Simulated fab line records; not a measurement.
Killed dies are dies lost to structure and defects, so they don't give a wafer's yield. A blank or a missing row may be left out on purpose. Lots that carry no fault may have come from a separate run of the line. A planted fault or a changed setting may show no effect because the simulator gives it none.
fab line records	flow n5Finfet
[record] lots = 24	wafers = 72	lastDay = 18
route steps=1938 shown BEOL_M12@1647 BEOL_M13@1715 BEOL_M14@1726
lots that met no fault: from a run of the same line without faults
startH: start of the lot's first displayed wafer, in hours after the record's first day	waitH: time in hours since the lot's previous step	" unchanged from the row above	L1.1+2: one row covering several wafers at once	- no value present, or no start provided	* or withheld: withheld	< > ~ a bound
route shown NAME@n: a module of which the file shows steps, and the number in the route of the first	usual: mean/standard deviation of fault-free wafers	same: alike in all rows	chamber/n: place in a boat	sites: per-site readings	_std_site: standard deviation of those values	_edge_site: outer sites' mean less inner sites'	radiusMm: for every site, how far away it sits from the centre of the wafer	mask NAME#n: copy n	behind: tool/chamber where the wafer was last shaped	hold: the reason the lot was held/the length of the hold in hours/how it ended	device: whichever transistor did not switch (one of n, p or np)	end of line: the route-end tests of the same wafers	step lacking rows: just its recipe	killed: count of dies lost to structure and defects at first sort (not the wafer's yield)	map: shows each die of a wafer: x if killed, . if not, _ if none is there
set.NAME: the setting as run; set.NAME@STEP: as run at that earlier step	model.NAME: the simulator's own value behind a step, which no gauge read
a sample of lots followed through the steps of the route, with each step as a table and each wafer as a row
services: the hour from which a tool's chamber was out of use, counted from the record's first day as startH (under 0 if before that day), plus the number of hours and why
[[steps]]
[step N5_BEOL_M12_PRE_CLEAN_42]
[recipe] gas = H2/He	timeS = 30	tempC = 250
[usual] heaterPowerW = 334/29
lot.wafer	tool	chamber	startH	waitH	heaterPowerW
L076.1	pvdSputter-01	-	230.26	0.0	293
L076.4	"	-	"	"	305
L076.6	"	-	"	"	295
L074.2	pvdSputter-01	-	232.42	0.0	291
L074.3	"	-	"	"	361
L074.6	"	-	"	"	297
L077.2	pvdSputter-01	-	243.00	0.0	345
L077.5	"	-	"	"	386
L077.6	"	-	"	"	299
L075.2	pvdSputter-01	-	243.32	0.0	401
L075.5	"	-	"	"	297
L075.6	"	-	"	"	393
L078.1	pvdSputter-02	-	243.43	0.0	327
L078.3	"	-	"	"	333
L078.5	"	-	"	"	304
L079.1	pvdSputter-02	-	262.04	0.0	327
L079.2	"	-	"	"	371
L079.4	"	-	"	"	315
L080.1	pvdSputter-02	-	270.73	0.0	356
L080.3	"	-	"	"	328
L080.4	"	-	"	"	337
L082.2	pvdSputter-03	-	280.61	0.0	317
L082.4	"	-	"	"	314
L082.6	"	-	"	"	325
L081.1	pvdSputter-01	-	280.68	0.0	308
L081.3	"	-	"	"	379
L081.5	"	-	"	"	399
L084.3	pvdSputter-03	-	296.14	0.0	347
L084.4	"	-	"	"	316
L084.5	"	-	"	"	323
L083.1	pvdSputter-01	-	298.10	0.0	387
L083.5	"	-	"	"	312
L083.6	"	-	"	"	395
L086.1	pvdSputter-02	-	303.73	0.0	336
L086.2	"	-	"	"	313
L086.5	"	-	"	"	305
L085.1	pvdSputter-01	-	309.17	0.0	359
L085.4	"	-	"	"	298
L085.5	"	-	"	"	398
L088.2	pvdSputter-02	-	314.22	0.0	342
L088.3	"	-	"	"	318
L088.5	"	-	"	"	315
L087.3	pvdSputter-02	-	315.25	0.0	370
L087.4	"	-	"	"	332
L087.6	"	-	"	"	334
L089.1	pvdSputter-01	-	325.81	0.0	288
L089.2	"	-	"	"	384
L089.4	"	-	"	"	308
L091.1	pvdSputter-03	-	341.32	0.0	349
L091.3	"	-	"	"	320
L091.4	"	-	"	"	319
L090.3	pvdSputter-03	-	341.64	0.0	310
L090.4	"	-	"	"	356
L090.6	"	-	"	"	311
L092.2	pvdSputter-01	-	348.85	0.0	297
L092.4	"	-	"	"	381
L092.6	"	-	"	"	349
L093.2	pvdSputter-03	-	359.80	0.0	349
L093.5	"	-	"	"	328
L093.6	"	-	"	"	354
L096.2	pvdSputter-03	-	363.22	0.0	330
L096.3	"	-	"	"	316
L096.4	"	-	"	"	354
L094.1	pvdSputter-01	-	369.80	0.0	391
L094.4	"	-	"	"	305
L094.6	"	-	"	"	357
L095.1	pvdSputter-02	-	373.91	0.0	365
L095.3	"	-	"	"	331
L095.4	"	-	"	"	332
L097.1	pvdSputter-02	-	387.99	0.0	333
L097.2	"	-	"	"	305
L097.6	"	-	"	"	361
[step N5_BEOL_M12_SPUTTER_45]
[recipe] material = Cu	targetThkA = 800	tempC = -20	biasV = 60	powerW = 26000	chamberPressurePa = 0.13	timeS = 13.33
[usual] throttleValvePct = 29.9/0.91
lot.wafer	tool	chamber	startH	waitH	throttleValvePct
L076.1	pvdSputter-01	-	230.46	0.0	29.7
L076.4	"	-	"	"	31.2
L076.6	"	-	"	"	29.5
L074.2	pvdSputter-01	-	232.62	0.0	29.5
L074.3	"	-	"	"	30.5
L074.6	"	-	"	"	29.8
L077.2	pvdSputter-01	-	243.20	0.0	30.2
L077.5	"	-	"	"	30.1
L077.6	"	-	"	"	29.4
L075.2	pvdSputter-01	-	243.52	0.0	30.1
L075.5	"	-	"	"	31.6
L075.6	"	-	"	"	29.9
L078.1	pvdSputter-02	-	243.63	0.0	28.5
L078.3	"	-	"	"	28.9
L078.5	"	-	"	"	29.3
L079.1	pvdSputter-02	-	262.27	0.0	29.3
L079.2	"	-	"	"	29.4
L079.4	"	-	"	"	29.3
L080.1	pvdSputter-02	-	270.95	0.0	29.6
L080.3	"	-	"	"	28.6
L080.4	"	-	"	"	29.4
L082.2	pvdSputter-03	-	280.81	0.0	30.6
L082.4	"	-	"	"	31.5
L082.6	"	-	"	"	28.6
L081.1	pvdSputter-01	-	280.88	0.0	31.0
L081.3	"	-	"	"	30.2
L081.5	"	-	"	"	30.3
L084.3	pvdSputter-03	-	296.34	0.0	29.7
L084.4	"	-	"	"	31.6
L084.5	"	-	"	"	28.5
L083.1	pvdSputter-01	-	298.30	0.0	30.0
L083.5	"	-	"	"	31.3
L083.6	"	-	"	"	29.9
L086.1	pvdSputter-02	-	303.95	0.0	29.2
L086.2	"	-	"	"	29.2
L086.5	"	-	"	"	29.4
L085.1	pvdSputter-01	-	309.37	0.0	30.4
L085.4	"	-	"	"	29.6
L085.5	"	-	"	"	30.1
L088.2	pvdSputter-02	-	314.42	0.0	29.0
L088.3	"	-	"	"	29.3
L088.5	"	-	"	"	29.2
L087.3	pvdSputter-02	-	315.45	0.0	29.3
L087.4	"	-	"	"	28.5
L087.6	"	-	"	"	29.1
L089.1	pvdSputter-01	-	326.01	0.0	29.6
L089.2	"	-	"	"	30.2
L089.4	"	-	"	"	31.4
L091.1	pvdSputter-03	-	341.52	0.0	29.8
L091.3	"	-	"	"	30.6
L091.4	"	-	"	"	31.0
L090.3	pvdSputter-03	-	341.84	0.0	30.6
L090.4	"	-	"	"	29.8
L090.6	"	-	"	"	30.5
L092.2	pvdSputter-01	-	349.05	0.0	29.5
L092.4	"	-	"	"	30.2
L092.6	"	-	"	"	30.3
L093.2	pvdSputter-03	-	360.00	0.0	29.5
L093.5	"	-	"	"	28.5
L093.6	"	-	"	"	29.8
L096.2	pvdSputter-03	-	363.42	0.0	28.4
L096.3	"	-	"	"	31.8
L096.4	"	-	"	"	29.7
L094.1	pvdSputter-01	-	370.00	0.0	30.1
L094.4	"	-	"	"	31.3
L094.6	"	-	"	"	30.1
L095.1	pvdSputter-02	-	374.11	0.0	29.4
L095.3	"	-	"	"	28.6
L095.4	"	-	"	"	29.0
L097.1	pvdSputter-02	-	388.19	0.0	29.0
L097.2	"	-	"	"	29.2
L097.6	"	-	"	"	29.2
[step N5_BEOL_M13_INSPECT_55]
[recipe] inspectInstrument = darkfield	mode = postDep
[usual] rawDefectCount = 61/19
lot.wafer	tool	chamber	startH	waitH	rawDefectCount
L076.1	defectInspect-02	-	236.93	0.0	89
L076.4	"	-	"	"	58
L076.6	"	-	"	"	41
L074.2	defectInspect-02	-	240.74	0.0	92
L074.3	"	-	"	"	47
L074.6	"	-	"	"	60
L077.2	defectInspect-02	-	250.04	0.0	39
L077.5	"	-	"	"	28
L077.6	"	-	"	"	100
L075.2	defectInspect-01	-	250.23	0.0	50
L075.5	"	-	"	"	101
L075.6	"	-	"	"	85
L078.1	defectInspect-02	-	254.39	0.0	61
L078.3	"	-	"	"	66
L078.5	"	-	"	"	80
L079.1	defectInspect-02	-	268.42	0.0	79
L079.2	"	-	"	"	55
L079.4	"	-	"	"	72
L080.1	defectInspect-01	-	277.56	0.0	48
L080.3	"	-	"	"	54
L080.4	"	-	"	"	71
L082.2	defectInspect-01	-	287.07	0.0	57
L082.4	"	-	"	"	46
L082.6	"	-	"	"	39
L081.1	defectInspect-02	-	291.27	0.0	52
L081.3	"	-	"	"	49
L081.5	"	-	"	"	52
L084.3	defectInspect-02	-	302.02	0.0	67
L084.4	"	-	"	"	40
L084.5	"	-	"	"	39
L083.1	defectInspect-01	-	305.03	0.0	63
L083.5	"	-	"	"	60
L083.6	"	-	"	"	76
L086.1	defectInspect-01	-	310.47	0.0	74
L086.2	"	-	"	"	80
L086.5	"	-	"	"	41
L085.1	defectInspect-02	-	317.14	0.0	74
L085.4	"	-	"	"	64
L085.5	"	-	"	"	78
L088.2	defectInspect-01	-	319.68	0.0	67
L088.3	"	-	"	"	40
L088.5	"	-	"	"	60
L087.3	defectInspect-01	-	320.89	0.0	67
L087.4	"	-	"	"	38
L087.6	"	-	"	"	57
L089.1	defectInspect-01	-	334.50	0.0	73
L089.2	"	-	"	"	91
L089.4	"	-	"	"	113
L090.3	defectInspect-01	-	351.11	0.0	64
L090.4	"	-	"	"	53
L090.6	"	-	"	"	49
L091.1	defectInspect-02	-	351.35	0.0	30
L091.3	"	-	"	"	36
L091.4	"	-	"	"	39
L092.2	defectInspect-01	-	355.04	0.0	60
L092.4	"	-	"	"	84
L092.6	"	-	"	"	74
L093.2	defectInspect-02	-	367.39	0.0	61
L093.5	"	-	"	"	55
L093.6	"	-	"	"	61
L096.2	defectInspect-01	-	373.46	0.0	65
L096.3	"	-	"	"	61
L096.4	"	-	"	"	71
L094.1	defectInspect-02	-	377.86	0.0	48
L094.4	"	-	"	"	47
L094.6	"	-	"	"	36
L095.1	defectInspect-02	-	380.56	0.0	80
L095.3	"	-	"	"	92
L095.4	"	-	"	"	82
L097.1	defectInspect-02	-	395.26	0.0	53
L097.2	"	-	"	"	81
L097.6	"	-	"	"	84
[step N5_BEOL_M14_CD_MEAS_10]
[recipe] targetCdNm = 250	landingEnergyEv = 500	detector = seInlens	polarity = opening
[usual] cdNm = 250.0/1.6
lot.wafer	tool	chamber	startH	waitH	cdNm
L076.1	cdSem-01	0	237.46	-	250.4
L076.4	"	0	"	"	248.7
L076.6	"	0	"	"	252.6
L074.2	cdSem-02	0	241.47	-	251.8
L074.3	"	0	"	"	251.3
L074.6	"	0	"	"	247.7
L077.2	cdSem-03	0	250.58	-	252.5
L077.5	"	0	"	"	250.8
L077.6	"	0	"	"	250.8
L075.2	cdSem-01	0	250.89	-	251.2
L075.5	"	0	"	"	249.9
L075.6	"	0	"	"	252.3
L078.1	cdSem-02	0	255.05	-	248.8
L078.3	"	0	"	"	249.8
L078.5	"	0	"	"	247.5
L079.1	cdSem-01	0	268.96	-	250.5
L079.2	"	0	"	"	250.5
L079.4	"	0	"	"	249.3
L080.1	cdSem-03	0	278.09	-	248.9
L080.3	"	0	"	"	247.4
L080.4	"	0	"	"	248.6
L082.2	cdSem-03	0	287.60	-	250.8
L082.4	"	0	"	"	246.0
L082.6	"	0	"	"	250.9
L081.1	cdSem-03	0	291.81	-	248.2
L081.3	"	0	"	"	250.1
L081.5	"	0	"	"	245.8
L084.3	cdSem-03	0	302.69	-	248.7
L084.4	"	0	"	"	251.4
L084.5	"	0	"	"	250.3
L083.1	cdSem-03	0	305.57	-	251.5
L083.5	"	0	"	"	252.4
L083.6	"	0	"	"	250.9
L086.1	cdSem-01	0	311.01	-	251.4
L086.2	"	0	"	"	250.2
L086.5	"	0	"	"	251.7
L085.1	cdSem-01	0	317.79	-	250.5
L085.4	"	0	"	"	251.9
L085.5	"	0	"	"	248.8
L088.2	cdSem-02	0	320.34	-	248.8
L088.3	"	0	"	"	247.8
L088.5	"	0	"	"	248.9
L087.3	cdSem-01	0	321.56	-	248.6
L087.4	"	0	"	"	247.7
L087.6	"	0	"	"	247.2
L089.1	cdSem-02	0	335.16	-	250.6
L089.2	"	0	"	"	251.0
L089.4	"	0	"	"	248.2
L090.3	cdSem-01	0	351.64	-	250.9
L090.4	"	0	"	"	252.0
L090.6	"	0	"	"	252.3
L091.1	cdSem-03	0	351.89	-	249.8
L091.3	"	0	"	"	251.5
L091.4	"	0	"	"	251.4
L092.2	cdSem-03	0	355.58	-	251.0
L092.4	"	0	"	"	249.9
L092.6	"	0	"	"	250.9
L093.2	cdSem-02	0	368.00	-	250.2
L093.5	"	0	"	"	249.0
L093.6	"	0	"	"	247.7
L096.2	cdSem-01	0	374.12	-	252.1
L096.3	"	0	"	"	249.7
L096.4	"	0	"	"	248.6
L094.1	cdSem-01	0	378.51	-	249.2
L094.4	"	0	"	"	250.1
L094.6	"	0	"	"	250.2
L095.1	cdSem-03	0	381.10	-	250.7
L095.3	"	0	"	"	249.0
L095.4	"	0	"	"	250.5
L097.1	cdSem-02	0	395.92	-	251.5
L097.2	"	0	"	"	249.9
L097.6	"	0	"	"	250.2
[step N5_BEOL_M14_STRIP_64]
[recipe] chemistry = O2	powerW = 600	tempC = 60	pressureMtorr = 30	rfFrequencyHz = 6e+07	biasPowerW = 0	overashFraction = 0.3	o2FlowSccm = 225
[usual] drypumpMotorCurrentA = 5.7/0.41	oesProductAu = 0.82/0.067	rfVppV = 3.7/0.48	showerheadPlenumPTorr = 2.11/0.063	throttleValvePct = 16.62/0.2
lot.wafer	tool	chamber	startH	waitH	drypumpMotorCurrentA	oesProductAu	rfHoursCounterH	rfVppV	showerheadPlenumPTorr	throttleValvePct
L076.1	rieDiel-01	2	-	-	5.3	0.96	4	3.3	2.05	16.42
L076.4	"	3	"	"	5.5	0.69	247	4.0	2.07	16.93
L076.6	"	3	"	"	5.5	0.69	-	2.6	2.07	16.91
L074.2	rieDiel-06	3	-	-	5.7	0.72	202	3.4	2.07	17.03
L074.3	"	2	"	"	5.5	0.94	13	4.4	2.14	16.48
L074.6	"	0	"	"	5.1	0.76	-	3.2	2.16	16.61
L077.2	rieDiel-01	0	-	-	6.7	0.91	24	3.9	2.15	16.53
L077.5	"	2	"	"	5.3	0.93	-	3.6	2.05	16.39
L077.6	"	1	"	"	6.4	0.82	-	3.6	2.10	16.32
L075.2	rieDiel-06	1	-	-	6.1	0.85	62	4.4	2.24	16.57
L075.5	"	1	"	"	6.1	0.85	-	4.3	2.24	16.55
L075.6	"	0	"	"	5.1	0.76	-	3.6	2.15	16.62
L078.1	rieDiel-06	1	-	-	6.1	0.85	64	3.3	2.24	16.54
L078.3	"	3	"	"	5.7	0.73	206	3.7	2.07	17.05
L078.5	"	2	"	"	5.6	0.92	-	4.7	2.14	16.48
L079.1	rieDiel-06	1	-	-	6.0	0.84	68	3.7	2.24	16.56
L079.2	"	0	"	"	5.1	0.76	169	2.4	2.15	16.62
L079.4	"	3	"	"	5.6	0.73	211	3.5	2.06	17.07
L080.1	rieDiel-01	1	-	-	6.4	0.81	108	3.6	2.10	16.33
L080.3	"	2	"	"	5.3	0.91	20	4.2	2.04	16.46
L080.4	"	3	"	"	5.5	0.98	5	3.3	2.06	16.45
L082.2	rieDiel-06	0	-	-	5.2	0.75	175	3.9	2.15	16.65
L082.4	"	2	"	"	5.5	0.91	28	3.3	2.14	16.50
L082.6	"	0	"	"	5.1	0.76	-	2.7	2.15	16.64
L081.1	rieDiel-06	2	-	-	5.6	0.89	31	3.4	2.13	16.49
L081.3	"	3	"	"	5.7	0.72	220	3.0	2.06	17.09
L081.5	"	3	"	"	5.6	0.72	-	3.7	2.06	17.07
L084.3	rieDiel-03	3	-	-	5.7	0.87	50	3.9	2.04	16.32
L084.4	"	2	"	"	5.3	0.82	73	3.5	2.12	16.70
L084.5	"	2	"	"	5.3	0.83	-	4.0	2.12	16.69
L083.1	rieDiel-01	3	-	-	5.4	0.95	10	4.2	2.06	16.47
L083.5	"	0	"	"	6.7	0.87	-	3.9	2.15	16.57
L083.6	"	3	"	"	5.4	0.96	-	3.8	2.06	16.47
L086.1	rieDiel-06	2	-	-	5.6	0.89	40	4.3	2.13	16.53
L086.2	"	1	"	"	6.0	0.82	84	3.3	2.23	16.58
L086.5	"	2	"	"	5.6	0.89	-	3.7	2.13	16.52
L085.1	rieDiel-03	2	-	-	5.3	0.83	78	3.6	2.12	16.72
L085.4	"	3	"	"	5.7	0.87	55	3.9	2.04	16.31
L085.5	"	3	"	"	5.7	0.87	-	4.1	2.04	16.32
L088.2	rieDiel-03	0	-	-	5.8	0.84	64	3.8	2.13	16.78
L088.3	"	3	"	"	5.8	0.85	57	3.5	2.04	16.33
L088.5	"	3	"	"	5.7	0.85	-	3.5	2.04	16.33
L087.3	rieDiel-06	2	-	-	5.5	0.87	42	4.2	2.13	16.53
L087.4	"	0	"	"	5.2	0.74	186	3.7	2.15	16.67
L087.6	"	0	"	"	5.2	0.75	-	3.6	2.15	16.67
L089.1	rieDiel-06	0	-	-	5.1	0.74	191	3.3	2.14	16.68
L089.2	"	1	"	"	6.1	0.82	91	3.7	2.23	16.59
L089.4	"	2	"	"	5.6	0.87	47	3.4	2.13	16.54
L090.3	rieDiel-03	3	-	-	5.8	0.86	66	4.0	2.03	16.34
L090.4	"	1	"	"	6.0	0.79	103	3.4	2.02	16.70
L090.6	"	1	"	"	6.0	0.79	-	3.5	2.02	16.71
L091.1	rieDiel-06	2	-	-	5.6	0.87	52	4.3	2.13	16.53
L091.3	"	1	"	"	6.0	0.80	96	4.5	2.23	16.60
L091.4	"	2	"	"	5.5	0.86	-	4.0	2.13	16.55
L092.2	rieDiel-03	3	-	-	5.7	0.85	68	3.3	2.03	16.34
L092.4	"	2	"	"	5.3	0.81	92	3.7	2.11	16.72
L092.6	"	2	"	"	5.4	0.80	-	3.9	2.11	16.74
L093.2	rieDiel-06	0	-	-	5.2	0.73	202	3.0	2.14	16.69
L093.5	"	2	"	"	5.5	0.86	-	3.5	2.13	16.55
L093.6	"	1	"	"	6.1	0.79	-	4.9	2.22	16.62
L096.2	rieDiel-01	0	-	-	6.7	0.84	63	3.6	2.14	16.60
L096.3	"	3	"	"	5.5	0.90	33	3.5	2.05	16.52
L096.4	"	2	"	"	5.3	0.86	46	3.4	2.04	16.50
L094.1	rieDiel-03	3	-	-	5.8	0.84	75	3.2	2.03	16.36
L094.4	"	2	"	"	5.3	0.80	99	4.4	2.11	16.75
L094.6	"	0	"	"	5.8	0.83	-	4.4	2.12	16.81
L095.1	rieDiel-03	0	-	-	5.8	0.82	84	3.5	2.12	16.83
L095.3	"	3	"	"	5.7	0.85	76	3.7	2.03	16.37
L095.4	"	2	"	"	5.3	0.80	100	3.2	2.11	16.75
L097.1	rieDiel-06	1	-	-	6.0	0.80	115	3.9	2.22	16.64
L097.2	"	2	"	"	5.6	0.84	72	3.5	2.12	16.59
L097.6	"	0	"	"	5.1	0.73	-	4.3	2.14	16.72
[step N5_BEOL_M14_OVL_MEAS_29]
[recipe] pointsPerWafer = 44
[usual] M14_OVL = 2/6
lot.wafer	tool	chamber	startH	waitH	M14_OVL[nm]
L076.1	overlay-02	0	238.53	0.0	3
L076.4	"	0	"	"	6
L076.6	"	0	"	"	7
L074.2	overlay-01	0	242.54	0.0	9
L074.3	"	0	"	"	8
L074.6	"	0	"	"	9
L077.2	overlay-02	0	251.46	0.0	6
L077.5	"	0	"	"	-2
L077.6	"	0	"	"	3
L075.2	overlay-01	0	251.90	0.0	-5
L075.5	"	0	"	"	8
L075.6	"	0	"	"	-1
L078.1	overlay-01	0	256.05	0.0	9
L078.3	"	0	"	"	7
L078.5	"	0	"	"	10
L079.1	overlay-02	0	269.96	0.0	6
L079.2	"	0	"	"	7
L079.4	"	0	"	"	13
L080.1	overlay-01	0	279.12	0.0	5
L080.3	"	0	"	"	6
L080.4	"	0	"	"	1
L082.2	overlay-01	0	288.60	0.0	-5
L082.4	"	0	"	"	4
L082.6	"	0	"	"	-3
L081.1	overlay-01	0	293.05	0.0	13
L081.3	"	0	"	"	4
L081.5	"	0	"	"	3
L084.3	overlay-02	0	303.95	0.0	0
L084.4	"	0	"	"	-2
L084.5	"	0	"	"	4
L083.1	overlay-01	0	306.45	0.0	5
L083.5	"	0	"	"	14
L083.6	"	0	"	"	12
L086.1	overlay-02	0	312.01	0.0	4
L086.2	"	0	"	"	2
L086.5	"	0	"	"	1
L085.1	overlay-01	0	318.84	0.0	-16
L085.4	"	0	"	"	14
L085.5	"	0	"	"	-3
L088.2	overlay-02	0	321.34	0.0	-1
L088.3	"	0	"	"	-1
L088.5	"	0	"	"	-6
L087.3	overlay-02	0	322.90	0.0	-3
L087.4	"	0	"	"	4
L087.6	"	0	"	"	0
L089.1	overlay-02	0	336.04	0.0	0
L089.2	"	0	"	"	10
L089.4	"	0	"	"	14
L090.3	overlay-02	0	352.64	0.0	7
L090.4	"	0	"	"	0
L090.6	"	0	"	"	-1
L091.1	overlay-02	0	352.89	0.0	2
L091.3	"	0	"	"	2
L091.4	"	0	"	"	-6
L092.2	overlay-01	0	356.58	0.0	8
L092.4	"	0	"	"	7
L092.6	"	0	"	"	2
L093.2	overlay-01	0	369.01	0.0	-1
L093.5	"	0	"	"	3
L093.6	"	0	"	"	-8
L096.2	overlay-01	0	375.00	0.0	7
L096.3	"	0	"	"	5
L096.4	"	0	"	"	9
L094.1	overlay-02	0	379.52	0.0	-4
L094.4	"	0	"	"	-3
L094.6	"	0	"	"	-3
L095.1	overlay-02	0	381.98	0.0	-5
L095.3	"	0	"	"	4
L095.4	"	0	"	"	2
L097.1	overlay-02	0	396.92	0.0	-3
L097.2	"	0	"	"	6
L097.6	"	0	"	"	-3
[[services]]
tool	chamber	startH	hours	kind
rieDiel-01	2	210.24	-	clean
rieDiel-01	2	210.24	-	consumableReplace:focusRing
rieDiel-01	2	210.24	15.4	scheduledDown
rieDiel-01	2	210.24	15.4	ventCycle
rieDiel-03	-	221.21	0.3	repair
rieDiel-01	3	247.96	-	clean
rieDiel-01	3	247.96	-	consumableReplace:focusRing
rieDiel-01	3	247.96	16.2	scheduledDown
rieDiel-01	3	247.96	16.2	ventCycle
rieDiel-03	1	267.61	8.5	repair
rieDiel-01	-	282.13	15.6	pm
rieDiel-03	0	288.61	3.7	repair
pvdSputter-01	-	310.44	9.1	repair
rieDiel-06	-	319.09	2.8	pm
pvdSputter-03	-	336.33	4.2	repair
rieDiel-06	3	347.85	6.3	repair
rieDiel-03	1	374.86	2.7	repair
rieDiel-06	3	383.39	-	clean
rieDiel-06	3	383.39	-	consumableReplace:focusRing
rieDiel-06	3	383.39	14.8	scheduledDown
rieDiel-06	3	383.39	14.8	ventCycle
[[key]]
fault none
